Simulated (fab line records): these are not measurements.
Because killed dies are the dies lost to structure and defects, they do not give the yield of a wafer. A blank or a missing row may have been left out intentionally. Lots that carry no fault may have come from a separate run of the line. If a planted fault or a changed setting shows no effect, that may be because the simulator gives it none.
Matching of chambers + flow n5_finfet + N5_SD_EPI_N_DESCUM_14 on rie_diel-05 has 4 sister chambers
The step chemistry O2, time 7.9 s. 4 wafers are shown with their chamber, then 8 later ones without.

== EACH WAFER AND ITS CHAMBER ==
| wafer  | chamber | throttle_valve_pct (%) |
|--------|---------|------------------------|
| L078.2 | 1       | 20.69                  |
| L078.3 | 0       | 20.21                  |
| L078.6 | 2       | 19.87                  |
| L085.1 | 3       | 20.38                  |

== WAFERS WITHOUT THEIR CHAMBER ==
| wafer  | throttle_valve_pct (%) |
|--------|------------------------|
| L085.3 | 20.26                  |
| L085.5 | 19.91                  |
| L091.2 | 20.41                  |
| L091.3 | 20.74                  |
| L091.6 | 19.93                  |
| L093.1 | 20.28                  |
| L093.2 | 20.41                  |
| L093.4 | 20.43                  |

== WHICH CHAMBER EACH ONE RAN IN ==
| wafer  | from the rows above     | in truth |
|--------|-------------------------|----------|
| L085.3 | can't be placed: 0 or 3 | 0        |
| L085.5 | 2                       | 2        |
| L091.2 | 3                       | 3        |
| L091.3 | 1                       | 1        |
| L091.6 | 2                       | 2        |
| L093.1 | can't be placed: 0 or 3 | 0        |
| L093.2 | 3                       | 3        |
| L093.4 | 3                       | 3        |
Correct placement for 6 of the 8. Cannot be placed on the basis of these rows: 2; the candidates contain the true chamber in 2. Wrongly placed: 0.
How it was worked out, from the rows above alone: a wafer's distance from a chamber is the root of the sum, over the readings, of the square of ((its reading less the chamber's mean) divided by the reading's scatter). The wafer belongs to the nearest chamber; if the next one is less than 2 further off, it can't be placed. For every chamber, the mean is computed from those of its wafers that are shown. The scatter: with one shown wafer a chamber, the root of the mean of the squares of how far each hidden wafer lies from its nearest shown one.
